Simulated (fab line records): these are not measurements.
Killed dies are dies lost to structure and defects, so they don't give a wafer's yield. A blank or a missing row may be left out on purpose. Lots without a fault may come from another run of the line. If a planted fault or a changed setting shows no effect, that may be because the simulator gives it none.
fab line records	flow n5Finfet
record: lots: 7	wafers: 39
route steps=1938 shown FIN_SAQP@100 SD_EPI_N@269 HKMG_FIN@401 BEOL_M1@800
startH: hours from the record's opening day to when the first of the lot's shown wafers began	waitH: time in hours since the lot's previous step	" as in the row above	L1.1+2: several wafers, shown together as one row	- no value present, or no start provided	* or withheld: withheld	< > ~ a bound
route shown NAME@n: NAME is a module with steps in the file, n the number in the route of the first one	usual: the fault-free wafers' mean and standard deviation	same: alike in all rows	chamber/n: place in a boat	sites: readings site by site	_std_site: their standard deviation	_edge_site: outer sites' mean less inner sites'	radiusMm: how far each site lies from the wafer's centre	mask NAME#n: copy n	behind: the tool/chamber that last shaped the wafer	hold: cause of the lot's hold/its duration in hours/its outcome	device: which transistor (n, p or np) failed to switch	end of line: tests of these same wafers at the route's end	for a step that has no rows: nothing shown but its recipe	killed: dies that structure and defects cost at the first sort, which is not the same as the wafer's yield	map: the dies of a wafer, with x for killed, . for not killed, _ for no die there
set.NAME: setting as actually run; set.NAME@STEP: the setting as run at that earlier step	model.NAME: the simulator's own value behind a step, which no gauge read
lots with deliberately changed settings; one table per step, one row per wafer
== steps ==
step: N5_FIN_SAQP_PECVD_06
recipe: material: a-Si	targetThkA: 600	tempC: 400	precursor: SiH4/He	pressureTorr: 3	rfW: 100	timeS: 48.1
lot.wafer	tool	chamber	startH	waitH	set.timeS	model.a-Si_of_FIN_SAQP_PECVD_06.thkNm
L078.1	pecvd-01	0	46.46	0.0	48.1	59.93
L078.2	"	1	"	"	65.03	80.37
L078.3	"	0	"	"	65.03	82.17
L078.4	"	1	"	"	48.1	60.55
L078.5	"	0	"	"	48.1	60.08
L078.6	"	1	"	"	65.03	82.24
L079.1	pecvd-04	2	52.59	0.0	48.1	59.85
L079.3	"	0	"	"	48.1	58.98
L079.4	"	2	"	"	48.1	60.45
L080.1	pecvd-01	1	58.72	0.0	48.1	59.65
L080.2	"	0	"	"	26.94	33.81
L080.3	"	2	"	"	48.1	60.61
L080.4	"	1	"	"	26.94	33.94
L080.5	"	0	"	"	48.1	61.35
L080.6	"	2	"	"	26.94	34.85
L089.1	pecvd-03	0	112.92	0.0	48.1	59.13
L089.2	"	2	"	"	48.1	58.61
L089.3	"	1	"	"	48.1	58.67
L089.4	"	2	"	"	48.1	59.62
L089.5	"	1	"	"	48.1	59.67
L089.6	"	0	"	"	48.1	59.87
L090.1	pecvd-03	0	117.50	0.0	76.56	96.59
L090.2	"	1	"	"	48.1	60.05
L090.3	"	2	"	"	76.56	95.13
L090.4	"	1	"	"	76.56	97.1
L090.5	"	2	"	"	48.1	60.33
L090.6	"	0	"	"	48.1	61.8
L093.1	pecvd-04	1	137.16	0.0	48.1	58.83
L093.2	"	0	"	"	48.1	59.44
L093.3	"	2	"	"	48.1	58.82
L093.4	"	2	"	"	48.1	60.23
L093.5	"	0	"	"	48.1	59.98
L093.6	"	1	"	"	48.1	59.8
L095.1	pecvd-03	0	149.58	0.0	48.1	59.51
L095.2	"	1	"	"	48.1	59.83
L095.3	"	2	"	"	70.66	87.17
L095.4	"	1	"	"	70.66	88.79
L095.5	"	2	"	"	48.1	60.57
L095.6	"	0	"	"	70.66	89.46
step: N5_FIN_SAQP_THK_MEAS_07
usual: thkNm: 59.8/0.81
lot.wafer	tool	chamber	startH	waitH	set.timeS@FIN_SAQP_PECVD_06	thkNm
L078.1	filmMetro-02	-	46.57	0.1	48.1	59.9
L078.2	"	-	"	"	65.03	80.3
L078.3	"	-	"	"	65.03	82.2
L078.4	"	-	"	"	48.1	60.5
L078.5	"	-	"	"	48.1	60.1
L078.6	"	-	"	"	65.03	82.3
L079.1	filmMetro-01	-	52.68	0.1	48.1	59.8
L079.3	"	-	"	"	48.1	59.0
L079.4	"	-	"	"	48.1	60.5
L080.1	filmMetro-02	-	58.80	0.1	48.1	59.6
L080.2	"	-	"	"	26.94	33.8
L080.3	"	-	"	"	48.1	60.6
L080.4	"	-	"	"	26.94	33.9
L080.5	"	-	"	"	48.1	61.3
L080.6	"	-	"	"	26.94	34.9
L089.1	filmMetro-02	-	113.01	0.1	48.1	59.1
L089.2	"	-	"	"	48.1	58.6
L089.3	"	-	"	"	48.1	58.6
L089.4	"	-	"	"	48.1	59.7
L089.5	"	-	"	"	48.1	59.7
L089.6	"	-	"	"	48.1	59.9
L090.1	filmMetro-02	-	117.59	0.1	76.56	96.6
L090.2	"	-	"	"	48.1	60.0
L090.3	"	-	"	"	76.56	95.2
L090.4	"	-	"	"	76.56	97.1
L090.5	"	-	"	"	48.1	60.3
L090.6	"	-	"	"	48.1	61.8
L093.1	filmMetro-02	-	137.25	0.1	48.1	58.8
L093.2	"	-	"	"	48.1	59.5
L093.3	"	-	"	"	48.1	58.8
L093.4	"	-	"	"	48.1	60.2
L093.5	"	-	"	"	48.1	59.9
L093.6	"	-	"	"	48.1	59.9
L095.1	filmMetro-01	-	149.67	0.1	48.1	59.5
L095.2	"	-	"	"	48.1	59.8
L095.3	"	-	"	"	70.66	87.1
L095.4	"	-	"	"	70.66	88.8
L095.5	"	-	"	"	48.1	60.6
L095.6	"	-	"	"	70.66	89.5
step: N5_FIN_SAQP_HM_DEP_72
recipe: material: SiO2	targetThkA: 120	tempC: 400	precursor: SiH4/N2O	pressureTorr: 0.75	rfW: 275	timeS: 7.2
step: N5_FIN_SAQP_COAT_49
recipe: resist: SOC	tempC: 250	timeS: 60	spinRpm: 1500	resistThkNm: 100
step: N5_FIN_SAQP_HM_OPEN_73
recipe: chemistry: CHF3/O2	target: SiO2	stopOn: a-Si	targetDepthA: 120	overEtchFrac: 1.8	maskMaterial: SOC	timeS: 16.8	pressureMtorr: 30	sourceW: 650	biasW: 170	Ar_flow_sccm: 200	CHF3_flow_sccm: 50	O2_flow_sccm: 5	ionEnergyEv: 200	ends: endPoint
step: N5_FIN_SAQP_STRIP_74
recipe: chemistry: CHF3/O2	resist: SiARC	rfFrequencyHz: 6e+07
step: N5_FIN_SAQP_MANDREL_ETCH_22
recipe: targetDepthA: 600	chemistry: HBr/Cl2	target: a-Si	stopOn: SiNx	btTimeS: 10	overEtchFrac: 0.5	timeS: 30	pressureMtorr: 10	icpW: 800	biasW: 75	HBr_flow_sccm: 150	Cl2_flow_sccm: 80	ends: endPoint
usual: oesProductAu: 0.760/0.012
lot.wafer	tool	chamber	startH	waitH	set.timeS@FIN_SAQP_PECVD_06	oesProductAu	model.etch.depthNm
L078.1	rieSi-05	2	47.46	0.0	48.1	0.769	59.93
L078.2	"	0	"	"	65.03	0.938	80.37
L078.3	"	1	"	"	65.03	0.930	82.13
L078.4	"	3	"	"	48.1	0.770	60.54
L078.5	"	3	"	"	48.1	0.770	60.07
L078.6	"	0	"	"	65.03	0.959	82.24
L079.1	rieSi-01	0	53.54	0.0	48.1	0.761	59.85
L079.3	"	2	"	"	48.1	0.733	58.98
L079.4	"	3	"	"	48.1	0.777	60.37
L080.1	rieSi-01	2	59.77	0.0	48.1	0.743	59.65
L080.2	"	3	"	"	26.94	0.563	33.8
L080.3	"	0	"	"	48.1	0.757	60.57
L080.4	"	1	"	"	26.94	0.562	33.94
L080.5	"	1	"	"	48.1	0.768	61.34
L080.6	"	0	"	"	26.94	0.573	34.82
L089.1	rieSi-05	2	113.75	0.0	48.1	0.766	59.11
L089.2	"	1	"	"	48.1	0.751	58.59
L089.3	"	0	"	"	48.1	0.781	58.63
L089.4	"	3	"	"	48.1	0.756	59.62
L089.5	"	2	"	"	48.1	0.773	59.63
L089.6	"	3	"	"	48.1	0.754	59.87
L090.1	rieSi-06	0	118.33	0.0	76.56	1.025	93.13
L090.2	"	3	"	"	48.1	0.759	60.03
L090.3	"	2	"	"	76.56	0.997	90.16
L090.4	"	1	"	"	76.56	0.991	89.87
L090.5	"	3	"	"	48.1	0.755	60.31
L090.6	"	0	"	"	48.1	0.790	61.76
L093.1	rieSi-01	0	138.44	0.0	48.1	0.750	58.82
L093.2	"	3	"	"	48.1	0.761	59.41
L093.3	"	2	"	"	48.1	0.740	58.82
L093.4	"	1	"	"	48.1	0.753	60.23
L093.5	"	0	"	"	48.1	0.762	59.95
L093.6	"	1	"	"	48.1	0.759	59.79
L095.1	rieSi-01	3	150.73	0.0	48.1	0.752	59.43
L095.2	"	0	"	"	48.1	0.757	59.83
L095.3	"	2	"	"	70.66	0.941	87.17
L095.4	"	1	"	"	70.66	0.966	88.7
L095.5	"	1	"	"	48.1	0.756	60.57
L095.6	"	0	"	"	70.66	0.981	89.46
step: N5_FIN_SAQP_STRIP_55
recipe: chemistry: N2/H2	powerW: 500	tempC: 40	pressureMtorr: 50	rfFrequencyHz: 6e+07	overashFraction: 0.3	biasPowerW: 28	h2Frac: 0.5	n2FlowSccm: 300	h2FlowSccm: 300
step: N5_FIN_SAQP_STRIP_23
recipe: chemistry: SPM	timeS: 750	tempC: 130	h2so4H2o2VolRatio: 4
step: N5_FIN_SAQP_SRD_39
recipe: dry: ipaMarangoni	timeS: 30	tempC: 23	rinseLiquid: diw
step: N5_FIN_SAQP_INSPECT_40
recipe: inspectInstrument: brightfield	mode: aei
usual: rawDefectCount: 226/57
lot.wafer	tool	chamber	startH	waitH	set.timeS@FIN_SAQP_PECVD_06	rawDefectCount
L078.1	defectInspect-01	-	51.94	0.0	48.1	220
L078.2	"	-	"	"	65.03	160
L078.3	"	-	"	"	65.03	241
L078.4	"	-	"	"	48.1	181
L078.5	"	-	"	"	48.1	184
L078.6	"	-	"	"	65.03	209
L079.1	defectInspect-02	-	57.86	0.0	48.1	183
L079.3	"	-	"	"	48.1	217
L079.4	"	-	"	"	48.1	266
L080.1	defectInspect-01	-	64.39	0.0	48.1	297
L080.2	"	-	"	"	26.94	222
L080.3	"	-	"	"	48.1	132
L080.4	"	-	"	"	26.94	171
L080.5	"	-	"	"	48.1	229
L080.6	"	-	"	"	26.94	227
L089.1	defectInspect-02	-	118.17	0.0	48.1	331
L089.2	"	-	"	"	48.1	186
L089.3	"	-	"	"	48.1	187
L089.4	"	-	"	"	48.1	259
L089.5	"	-	"	"	48.1	210
L089.6	"	-	"	"	48.1	309
L090.1	defectInspect-02	-	123.14	0.0	76.56	1757
L090.2	"	-	"	"	48.1	288
L090.3	"	-	"	"	76.56	1852
L090.4	"	-	"	"	76.56	1795
L090.5	"	-	"	"	48.1	244
L090.6	"	-	"	"	48.1	227
L093.1	defectInspect-01	-	142.71	0.0	48.1	271
L093.2	"	-	"	"	48.1	259
L093.3	"	-	"	"	48.1	230
L093.4	"	-	"	"	48.1	296
L093.5	"	-	"	"	48.1	281
L093.6	"	-	"	"	48.1	184
L095.1	defectInspect-01	-	154.91	0.0	48.1	195
L095.2	"	-	"	"	48.1	217
L095.3	"	-	"	"	70.66	852
L095.4	"	-	"	"	70.66	1012
L095.5	"	-	"	"	48.1	152
L095.6	"	-	"	"	70.66	1079
step: N5_SD_EPI_N_DEVELOP_08
recipe: developTimeS: 30	developer: TMAH	resist: CAR-ArF-block	devTempC: 23	rinseLiquid: diw	dry: airSpin
lot.wafer	tool	chamber	startH	waitH	set.developTimeS
L078.1+2+3	lithoTrack-04	0	-	-	30
L078.4+5+6	"	0	"	"	13.82
L079.1+3+4	lithoTrack-04	0	-	-	30
L080.1+2+3+4+5+6	lithoTrack-04	0	-	-	30
L089.1+3+4	lithoTrack-03	0	-	-	30
L089.2+5+6	"	0	"	"	38.16
L090.1+3+5	lithoTrack-04	0	-	-	30
L090.2+4+6	"	0	"	"	18.62
L093.1+2+3	lithoTrack-02	0	-	-	39.15
L093.4+5+6	"	0	"	"	30
L095.1+2+3+4+5+6	lithoTrack-04	0	-	-	30
step: N5_SD_EPI_N_CD_MEAS_09
recipe: targetCdNm: 120	landingEnergyEv: 500	detector: seInlens
usual: cdNm: 120.0/0.6
lot.wafer	tool	chamber	startH	waitH	set.developTimeS@SD_EPI_N_DEVELOP_08	cdNm
L078.1	cdSem-02	0	73.53	-	30	119.4
L078.2	"	0	"	"	30	119.8
L078.3	"	0	"	"	30	120.0
L078.4	"	0	"	"	13.82	115.0
L078.5	"	0	"	"	13.82	116.2
L078.6	"	0	"	"	13.82	115.7
L079.1	cdSem-03	0	79.65	-	30	120.0
L079.3	"	0	"	"	30	120.1
L079.4	"	0	"	"	30	119.9
L080.1	cdSem-02	0	86.12	-	30	120.4
L080.2	"	0	"	"	30	120.2
L080.3	"	0	"	"	30	120.6
L080.4	"	0	"	"	30	120.2
L080.5	"	0	"	"	30	120.1
L080.6	"	0	"	"	30	121.0
L089.1	cdSem-03	0	140.60	-	30	120.2
L089.2	"	0	"	"	38.16	121.6
L089.3	"	0	"	"	30	120.6
L089.4	"	0	"	"	30	120.2
L089.5	"	0	"	"	38.16	121.0
L089.6	"	0	"	"	38.16	121.1
L090.1	cdSem-03	0	148.79	-	30	120.4
L090.2	"	0	"	"	18.62	117.3
L090.3	"	0	"	"	30	119.2
L090.4	"	0	"	"	18.62	117.8
L090.5	"	0	"	"	30	119.8
L090.6	"	0	"	"	18.62	116.7
L093.1	cdSem-03	0	165.65	-	39.15	120.4
L093.2	"	0	"	"	39.15	121.4
L093.3	"	0	"	"	39.15	120.7
L093.4	"	0	"	"	30	119.8
L093.5	"	0	"	"	30	120.8
L093.6	"	0	"	"	30	120.1
L095.1	cdSem-01	0	177.04	-	30	119.9
L095.2	"	0	"	"	30	120.5
L095.3	"	0	"	"	30	120.9
L095.4	"	0	"	"	30	120.4
L095.5	"	0	"	"	30	121.3
L095.6	"	0	"	"	30	120.1
step: N5_SD_EPI_N_DESCUM_14
recipe: chemistry: O2	timeS: 7.9	sourcePowerW: 50	biasPowerW: 20	pressureMtorr: 20	rfFrequencyHz: 2.712e+07	tempC: 40	resist: CAR-ArF-block	o2FlowSccm: 225
lot.wafer	tool	chamber	startH	waitH	set.developTimeS@SD_EPI_N_DEVELOP_08	model.SD_EPI_N.cdNm
L078.1	rieDiel-05	1	73.62	0.0	30	119.6
L078.2	"	3	"	"	30	119.4
L078.3	"	2	"	"	30	119.8
L078.4	"	0	"	"	13.82	115.2
L078.5	"	0	"	"	13.82	115.8
L078.6	"	3	"	"	13.82	115.4
L079.1+4	rieDiel-03	2,3	79.74	0.0	30	120
L079.3	"	0	"	"	30	120.2
L080.1	rieDiel-03	3	86.23	0.0	30	120
L080.2+4	"	1,0	"	"	30	120.2
L080.3	"	2	"	"	30	120.6
L080.5	"	1	"	"	30	120.4
L080.6	"	0	"	"	30	120.8
L089.1+3	rieDiel-01	0,2	140.69	0.0	30	120.6
L089.2	"	3	"	"	38.16	121.6
L089.4	"	1	"	"	30	120.2
L089.5	"	2	"	"	38.16	121.2
L089.6	"	3	"	"	38.16	121
L090.1	rieDiel-05	2	149.11	0.3	30	120.4
L090.2+4	"	1,0	"	"	18.62	117.6
L090.3	"	3	"	"	30	119
L090.5	"	0	"	"	30	119.8
L090.6	"	3	"	"	18.62	116.6
L093.1+3	rieDiel-03	2,1	166.00	0.3	39.15	120.6
L093.2	"	0	"	"	39.15	121.6
L093.4	"	3	"	"	30	119.6
L093.5	"	1	"	"	30	120.8
L093.6	"	2	"	"	30	120
L095.1+6	rieDiel-03	0,2	177.13	0.0	30	120
L095.2+3	"	3,1	"	"	30	120.8
L095.4	"	2	"	"	30	120.4
L095.5	"	3	"	"	30	121.4
step: N5_HKMG_FIN_DESCUM_53
recipe: chemistry: O2	timeS: 7.9	sourcePowerW: 50	biasPowerW: 20	pressureMtorr: 20	rfFrequencyHz: 2.712e+07	tempC: 40	resist: CAR-ArF	o2FlowSccm: 225
lot.wafer	tool	chamber	startH	waitH	set.timeS	model.CAR-ArF_of_HKMG_FIN_COAT_43.thkNm
L078.1+6	rieDiel-03	1,2	98.24	0.0	7.9	83.4
L078.2+4	"	3,0	"	"	5.849	84.6
L078.3	"	2	"	"	7.9	83.8
L078.5	"	1	"	"	5.849	84.8
L079.1	rieDiel-01	1	103.50	0.3	7.9	83.2
L079.3	"	3	"	"	7.9	83
L079.4	"	0	"	"	7.9	83.4
L080.1+6	rieDiel-01	3,0	110.21	0.1	7.9	83.2
L080.2	"	0	"	"	7.9	83
L080.3+4	"	1,3	"	"	7.9	83.4
L080.5	"	1	"	"	7.9	83.6
L089.1	rieDiel-03	1	163.86	0.0	11.55	81
L089.2+5	"	3,1	"	"	11.55	80.8
L089.3	"	2	"	"	7.9	83.2
L089.4	"	3	"	"	7.9	83
L089.6	"	2	"	"	7.9	83.4
L090.1+2+4	rieDiel-01	0,3,3	171.41	0.0	7.9	83.4
L090.3+5+6	"	1,0,1	"	"	7.9	83.2
L093.1	rieDiel-01	2	190.51	0.0	7.9	83.8
L093.2	"	1	"	"	5.501	84.8
L093.3+4	"	0,3	"	"	7.9	83.6
L093.5+6	"	0,3	"	"	5.501	85.2
L095.1+5	rieDiel-01	0,3	200.07	0.0	7.9	83.2
L095.2+3	"	1,2	"	"	9.741	82
L095.4	"	3	"	"	7.9	83
L095.6	"	0	"	"	9.741	82.2
step: N5_BEOL_M1_TRENCH_ETCH_37
recipe: chemistry: C4F6/O2	targetDepthA: 552.07	target: SiOC	timeS: 29	ionEnergyEv: 250	pressureMtorr: 30	sourceW: 355	biasW: 185	Ar_flow_sccm: 300	C4F6_flow_sccm: 10	O2_flow_sccm: 10
lot.wafer	tool	chamber	startH	waitH	set.targetDepthA	model.BEOL_M1.featureDepthNm	model.etch.depthNm	model.TiN_of_BEOL_M1_HM_DEP_02.thkNm
L078.1	rieDiel-04	0	-	-	444.4	43	42.91	18
L078.2	"	3	"	"	552.07	54.2	54.27	17.4
L078.3	"	1	"	"	552.07	53.4	53.32	17.6
L078.4	"	2	"	"	444.4	44.4	44.35	17.6
L078.5	"	1	"	"	552.07	53.6	53.65	17.4
L078.6	"	0	"	"	444.4	42.8	42.79	18
L079.1	rieDiel-06	2	-	-	552.07	54	53.98	18
L079.3	"	3	"	"	552.07	55.4	55.31	17.8
L079.4	"	0	"	"	552.07	55.4	55.39	18
L080.1	rieDiel-02	2	-	-	438.9	42.4	42.41	18.4
L080.2	"	1	"	"	438.9	42.8	42.76	18
L080.3	"	3	"	"	552.07	55	55.08	17.8
L080.4	"	0	"	"	552.07	55.6	55.62	17.8
L080.5	"	3	"	"	552.07	55.8	55.85	17.8
L080.6	"	0	"	"	438.9	44.6	44.68	18.2
L089.1	rieDiel-02	3	-	-	834.7	84.4	84.44	16.4
L089.2	"	0	"	"	552.07	56.6	56.6	17.8
L089.3	"	1	"	"	834.7	83.8	83.83	16.4
L089.4	"	2	"	"	552.07	54.4	54.48	17.4
L089.5	"	0	"	"	552.07	56.2	56.22	17.4
L089.6	"	1	"	"	834.7	83.8	83.9	16.6
L090.1	rieDiel-02	3	-	-	640.8	64.2	64.24	17.6
L090.2	"	2	"	"	640.8	63.2	63.23	17.2
L090.3	"	1	"	"	552.07	55.2	55.11	17.8
L090.4	"	0	"	"	552.07	55.8	55.82	18
L090.5	"	1	"	"	552.07	54.8	54.89	18
L090.6	"	0	"	"	640.8	66	65.95	17.6
L093.1	rieDiel-06	1	-	-	552.07	54.8	54.78	17.8
L093.2	"	3	"	"	782.7	78.8	78.84	17
L093.3	"	2	"	"	782.7	77.2	77.23	16.8
L093.4	"	1	"	"	552.07	54.6	54.55	17.8
L093.5	"	2	"	"	782.7	77.4	77.38	16.8
L093.6	"	3	"	"	552.07	55	55.01	18
L095.1	rieDiel-04	1	-	-	552.07	54	53.99	18
L095.2	"	0	"	"	552.07	53.4	53.44	18.4
L095.3	"	2	"	"	552.07	54.6	54.68	18.4
L095.4	"	3	"	"	272	26.8	26.71	19.4
L095.5	"	0	"	"	272	26.4	26.37	19.4
L095.6	"	1	"	"	272	26.8	26.78	19.6
step: N5_BEOL_M1_ETCH_41
recipe: chemistry: CH3F/O2	target: SiCN	targetDepthA: 319	taperDeg: 2	timeS: 57.8	ionEnergyEv: 120	maskMaterial: TiN	pressureMtorr: 30	sourceW: 395	biasW: 75	Ar_flow_sccm: 150	CH3F_flow_sccm: 30	O2_flow_sccm: 20
step: N5_BEOL_M1_STRIP_97
recipe: chemistry: N2/H2	timeS: 10	powerW: 450	tempC: 40	pressureMtorr: 20	rfFrequencyHz: 6e+07	biasPowerW: 7	n2FlowSccm: 200	h2FlowSccm: 200
step: N5_BEOL_M1_OCD_MEAS_38
usual: trenchDepthNm: 54.8/0.85
lot.wafer	tool	chamber	startH	waitH	set.targetDepthA@BEOL_M1_TRENCH_ETCH_37	trenchDepthNm
L078.1	ocd-01	-	151.26	-	444.4	43.5
L078.2	"	-	"	"	552.07	54.6
L078.3	"	-	"	"	552.07	53.5
L078.4	"	-	"	"	444.4	44.5
L078.5	"	-	"	"	552.07	54.0
L078.6	"	-	"	"	444.4	42.8
L079.1	ocd-02	-	158.25	-	552.07	53.6
L079.3	"	-	"	"	552.07	54.9
L079.4	"	-	"	"	552.07	55.9
L080.1	ocd-01	-	161.58	-	438.9	42.5
L080.2	"	-	"	"	438.9	42.5
L080.3	"	-	"	"	552.07	55.5
L080.4	"	-	"	"	552.07	55.1
L080.5	"	-	"	"	552.07	56.0
L080.6	"	-	"	"	438.9	44.6
L089.1	ocd-02	-	218.11	-	834.7	84.7
L089.2	"	-	"	"	552.07	57.1
L089.3	"	-	"	"	834.7	83.8
L089.4	"	-	"	"	552.07	54.3
L089.5	"	-	"	"	552.07	56.1
L089.6	"	-	"	"	834.7	83.6
L090.1	ocd-01	-	226.48	-	640.8	63.9
L090.2	"	-	"	"	640.8	63.0
L090.3	"	-	"	"	552.07	54.9
L090.4	"	-	"	"	552.07	55.7
L090.5	"	-	"	"	552.07	55.2
L090.6	"	-	"	"	640.8	65.9
L093.1	ocd-02	-	264.60	-	552.07	54.9
L093.2	"	-	"	"	782.7	78.7
L093.3	"	-	"	"	782.7	77.5
L093.4	"	-	"	"	552.07	55.1
L093.5	"	-	"	"	782.7	77.9
L093.6	"	-	"	"	552.07	54.8
L095.1	ocd-01	-	268.59	-	552.07	54.0
L095.2	"	-	"	"	552.07	53.3
L095.3	"	-	"	"	552.07	54.6
L095.4	"	-	"	"	272	26.7
L095.5	"	-	"	"	272	26.4
L095.6	"	-	"	"	272	26.8
== key ==
split: step: N5_FIN_SAQP_PECVD_06	setting: timeS	stated: 48.1	by: wafer
response: step: N5_FIN_SAQP_PECVD_06	reading: model.a-Si_of_FIN_SAQP_PECVD_06.thkNm	change: +0.603	per: 1%	r: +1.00
response: step: N5_FIN_SAQP_THK_MEAS_07	reading: thkNm	change: *	per: 1%	r: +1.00
response: step: N5_FIN_SAQP_MANDREL_ETCH_22	reading: oesProductAu	change: +0.0043	per: 1%	r: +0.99
response: step: N5_FIN_SAQP_MANDREL_ETCH_22	reading: model.etch.depthNm	change: +0.568	per: 1%	r: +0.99
response: step: N5_FIN_SAQP_INSPECT_40	reading: rawDefectCount	shape: bent	atLowest: 207	atStated: 231	atHighest: 1801
split: step: N5_SD_EPI_N_DEVELOP_08	setting: developTimeS	stated: 30	by: wafer
response: step: N5_SD_EPI_N_CD_MEAS_09	reading: cdNm	change: +0.0606	per: 1%	r: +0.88
response: step: N5_SD_EPI_N_DESCUM_14	reading: model.SD_EPI_N.cdNm	change: +0.0603	per: 1%	r: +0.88
split: step: N5_HKMG_FIN_DESCUM_53	setting: timeS	stated: 7.9	by: wafer
response: step: N5_HKMG_FIN_DESCUM_53	reading: model.CAR-ArF_of_HKMG_FIN_COAT_43.thkNm	change: -0.0479	per: 1%	r: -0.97
split: step: N5_BEOL_M1_TRENCH_ETCH_37	setting: targetDepthA	stated: 552.07	by: wafer
response: step: N5_BEOL_M1_TRENCH_ETCH_37	reading: model.BEOL_M1.featureDepthNm	change: +0.549	per: 1%	r: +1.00
response: step: N5_BEOL_M1_TRENCH_ETCH_37	reading: model.etch.depthNm	change: +0.55	per: 1%	r: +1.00
response: step: N5_BEOL_M1_TRENCH_ETCH_37	reading: model.TiN_of_BEOL_M1_HM_DEP_02.thkNm	change: -0.0226	per: 1%	r: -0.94
response: step: N5_BEOL_M1_OCD_MEAS_38	reading: trenchDepthNm	change: +0.55	per: 1%	r: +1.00
